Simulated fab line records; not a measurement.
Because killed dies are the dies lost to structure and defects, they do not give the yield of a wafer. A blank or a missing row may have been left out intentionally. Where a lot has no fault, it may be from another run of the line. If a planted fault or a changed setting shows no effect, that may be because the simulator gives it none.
Problem report in the 8D (eight disciplines) form, filled by code    flow n5 finfet    the parts of the form that need people (team, actions taken, sign-off) are left out

1. THE ISSUE
Wafers without a fault read 531.7 W, standard deviation 1.8; rf fwd power W at N5_MIM_BOT_ETCH_ETCH_04 reads a mean of 660.5 W on 9 wafers belonging to 3 lots. Relative to the usual mean, that is a shift of +72 standard deviations.
The step: etches SiNx in CF4/O2, target depth 26 nm, time 13 s.
First seen on wafer L773.1, day 14 06:07, on rie diel-01. The record holds 29 wafers of 10 lots with a number at this step. Rule for "out" (also "out of limits"): further than 4 standard deviations from the usual mean. Any other wafer with a number is counted as sound.

2. WHAT IT IS, WHAT IT ISN'T
question                     is                      is not
which readings at this step  rf fwd power W          drypump motor current A, showerhead plenum p Torr, throttle valve pct
which lots                   L773, L775, L777        L761, L762, L763, L766, L767, L768, L771
which wafers of those lots   all that have a number  -
read on which tools          rie diel-01             rie diel-04
when                         from day 14 06:07       up to then (20 sound wafers)

3. WHAT RULES OUT EACH SUSPECT
Counting: a tool at any process step up to the reading remains a suspect when it ran all the lots that are out and ran no sound lot after the first of those.
- rie metal-02 at N5_MIM_TOP_ETCH_ETCH_00 (etches TiN in Cl2/BCl3, target depth 38.5 nm): kept. All lots that are out passed through it, beginning with L773 at day 14 05:17, and no sound lot followed; its final sound lot before that point was L762 at day 11 18:51.
- rie diel-01 at N5_MIM_BOT_ETCH_ETCH_04 (etches SiNx in CF4/O2, target depth 26 nm, time 13 s): kept. All lots that are out passed through it, beginning with L773 at day 14 06:07, and no sound lot followed; its final sound lot before that point was L767 at day 12 19:23. Out on those wafers are its own readings of rf fwd power W.
Remaining after the count are rie metal-02 at N5_MIM_TOP_ETCH_ETCH_00 and rie diel-01 at N5_MIM_BOT_ETCH_ETCH_04.

4. THE CAUSE (what the simulator had put in)
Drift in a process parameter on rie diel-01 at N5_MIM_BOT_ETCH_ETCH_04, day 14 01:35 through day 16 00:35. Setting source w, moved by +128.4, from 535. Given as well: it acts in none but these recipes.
Counting left 2 suspects, and this tool is among them.

5. THE CHAIN OF EFFECTS, in route order
Each row: a reading whose mean over the struck wafers that have a number lies more than 3 standard deviations from the usual. Scope: only readings with a usual standard deviation given in the record; hours: median across lots of the time from each lot's start at the first step in this table that gives one to its start at this step; sigmas: change in usual standard deviations.
hours  step                     reading         usual      on struck wafers  change  sigmas
0      N5_MIM_BOT_ETCH_ETCH_04  oes_f_703_au    0.82 a.u.  1.11              +0.29   +3.5
0      N5_MIM_BOT_ETCH_ETCH_04  rf fwd power W  531.7 W    660.5             +128.8  +72
0      N5_MIM_BOT_ETCH_ETCH_04  rf vpp V        242 V      214               -28     -3.5
Its process steps:
- N5_MIM_BOT_ETCH_ETCH_04: etches SiNx in CF4/O2, target depth 26 nm, time 13 s.

6. HOW IT WOULD HAVE BEEN CAUGHT EARLIER
In this record the first reading out of limits was taken at day 14 06:07, 5 hours after the fault began at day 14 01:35.
